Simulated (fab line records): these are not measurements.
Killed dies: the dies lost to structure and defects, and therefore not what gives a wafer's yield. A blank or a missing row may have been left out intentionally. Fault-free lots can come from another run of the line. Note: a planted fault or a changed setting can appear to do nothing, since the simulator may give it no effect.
Chamber matching -- flow n5Finfet -- N5_BEOL_M12_ETCH_38 on rieDiel-01 has 4 sister chambers
The step etches SiCN in CF4/N2, target depth 68.7 nm, time 73.4 s. 4 wafers are shown with their chamber, then 10 later ones without.

## WAFERS WITH THEIR CHAMBER
wafer,chamber,throttleValvePct (%)
L082.4,3,15.02
L086.5,2,15.45
L087.1,1,15.63
L087.2,0,15.50

## WAFERS WHOSE CHAMBER IS MISSING
wafer,throttleValvePct (%)
L087.3,15.46
L088.1,15.53
L088.2,15.63
L088.6,15.47
L091.2,15.52
L091.4,15.65
L091.5,15.52
L094.1,15.55
L094.3,15.67
L094.4,15.54

## EACH ONE'S CHAMBER
wafer,from the rows above,in truth
L087.3,can't be placed: 2 or 0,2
L088.1,can't be placed: 0 or 2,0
L088.2,1,1
L088.6,can't be placed: 2 or 0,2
L091.2,can't be placed: 0 or 2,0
L091.4,1,1
L091.5,can't be placed: 0 or 2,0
L094.1,can't be placed: 0 or 1 or 2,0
L094.3,1,1
L094.4,can't be placed: 0 or 2 or 1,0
Placed correctly: 3 of 10. Unplaceable from these rows: 7, with the true chamber sitting among the candidates in 7. Number placed wrongly: 0.
How it was worked out, from the rows above alone: a wafer's distance from a chamber is the root of the sum, over the readings, of the square of ((its reading less the chamber's mean) divided by the reading's scatter). If the next closest chamber is less than 2 further off than the closest, the wafer can't be placed; otherwise it belongs to the closest. The mean given for a chamber averages the wafers shown for that chamber. The scatter: root of mean squared gap, hidden wafer to nearest shown wafer, with one shown wafer a chamber.
